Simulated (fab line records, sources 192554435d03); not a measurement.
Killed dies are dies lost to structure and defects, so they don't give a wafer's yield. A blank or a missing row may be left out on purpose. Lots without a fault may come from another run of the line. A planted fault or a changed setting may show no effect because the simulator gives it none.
One fault seen from 2 desks | flow n5_finfet | each desk has only its own numbers; what lay behind them comes last

THE TOOL OWNER'S DESK: pecvd-03
The tool's own readings at N5_BEOL_M3_ILD_DEP_00 (deposits SiOC from DEMS/O2, target thk 79 nm, time 15.3 s): means of the sampled wafers that have a number, for each lot that ran on this tool. A lot is out of limits, marked OUT, if its mean lies more than 4 standard deviations from the usual mean; the brackets give that distance.
Columns: A = heater_power_w at N5_BEOL_M3_ILD_DEP_00, usual 477 W; B = showerhead_plenum_p_Torr at N5_BEOL_M3_ILD_DEP_00, usual 5.701 Torr; C = throttle_valve_pct at N5_BEOL_M3_ILD_DEP_00, usual 12.0 %
lot  | first seen here | A   | B     | C
L123 | day 8 11:29     | 468 | 5.724 | 11.5
L128 | day 10 18:58    | 501 | 5.698 | 11.9
L131 | day 10 19:35    | 520 | 5.700 | 11.6
L137 | day 12 18:51    | 465 | 5.694 | 11.8
This desk's finding: nothing out of limits on any of the 4 lots.

THE METROLOGY DESK
What the gauges read, lot by lot, whatever tool the lot ran on: means of the sampled wafers that have a number. A lot is out of limits, marked OUT, if its mean lies more than 4 standard deviations from the usual mean; the brackets give that distance. Of its 11 readings 7 are shown: the one that was out of limits first, and those that lie furthest out on some lot.
Columns: A = M3_ILD_THK at N5_BEOL_M3_THK_MEAS_01, usual 79.4 nm; B = IOFF_N at N5_BEOL_M4_RC_MEAS_101, usual 0.15 nA/um; C = IOFF_P at N5_BEOL_M4_RC_MEAS_101, usual 0.21 nA/um; D = ION_N at N5_BEOL_M4_RC_MEAS_101, usual 672 uA/um; E = ION_P at N5_BEOL_M4_RC_MEAS_101, usual 462 uA/um; F = VT_N at N5_BEOL_M4_RC_MEAS_101, usual 250 mV; G = VT_P at N5_BEOL_M4_RC_MEAS_101, usual -250 mV
lot  | first seen here | A              | B    | C    | D   | E   | F   | G
L117 | day 7 03:11     | 80.6           | 0.14 | 0.22 | 659 | 466 | 253 | -249
L118 | day 7 13:22     | 80.2           | 0.11 | 0.14 | 647 | 444 | 257 | -258
L119 | day 8 08:42     | 80.0           | 0.14 | 0.19 | 666 | 458 | 252 | -251
L120 | day 8 08:57     | 79.5           | 0.15 | 0.21 | 664 | 460 | 252 | -250
L121 | day 8 10:52     | 78.8           | 0.13 | 0.17 | 663 | 455 | 253 | -254
L123 | day 8 11:33     | 79.2           | 0.15 | 0.20 | 673 | 459 | 249 | -251
L122 | day 8 16:59     | 79.8           | 0.17 | 0.22 | 675 | 464 | 248 | -250
L125 | day 9 08:04     | 79.0           | 0.15 | 0.22 | 665 | 458 | 252 | -250
L126 | day 9 08:08     | 78.3           | 0.13 | 0.17 | 666 | 457 | 253 | -254
L128 | day 10 19:02    | 79.7           | 0.17 | 0.24 | 675 | 468 | 249 | -247
L131 | day 10 19:40    | 63.1 (-16) OUT | 0.21 | 0.25 | 670 | 463 | 247 | -244
L137 | day 12 18:55    | 63.0 (-16) OUT | 0.16 | 0.22 | 662 | 451 | 249 | -250
L138 | day 12 20:34    | 79.0           | 0.17 | 0.23 | 682 | 467 | 249 | -248
L139 | day 13 02:46    | 80.2           | 0.15 | 0.22 | 682 | 474 | 251 | -248
This desk's finding: out of limits on L131, L137; first on L131, day 10 19:40 (M3_ILD_THK at N5_BEOL_M3_THK_MEAS_01). In limits: L117, L118, L119, L120, L121, L123, L122, L125, L126, L128, L138, L139.

PUT TOGETHER
The metrology desk could have raised an alarm at day 10 19:40, on L131, L137.
The tool owner's desk saw nothing out of limits.
The tool owner's desk has L131, L137 on record, within its limits.
Of the lots named, all ran N5_BEOL_M3_ILD_DEP_00 on pecvd-03.

WHAT THE SIMULATOR HAD PUT IN
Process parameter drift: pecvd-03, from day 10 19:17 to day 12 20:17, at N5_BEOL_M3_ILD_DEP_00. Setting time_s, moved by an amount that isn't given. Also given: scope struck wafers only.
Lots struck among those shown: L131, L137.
Hours from the fault's start to each desk's first reading out of limits: the metrology desk, 0.
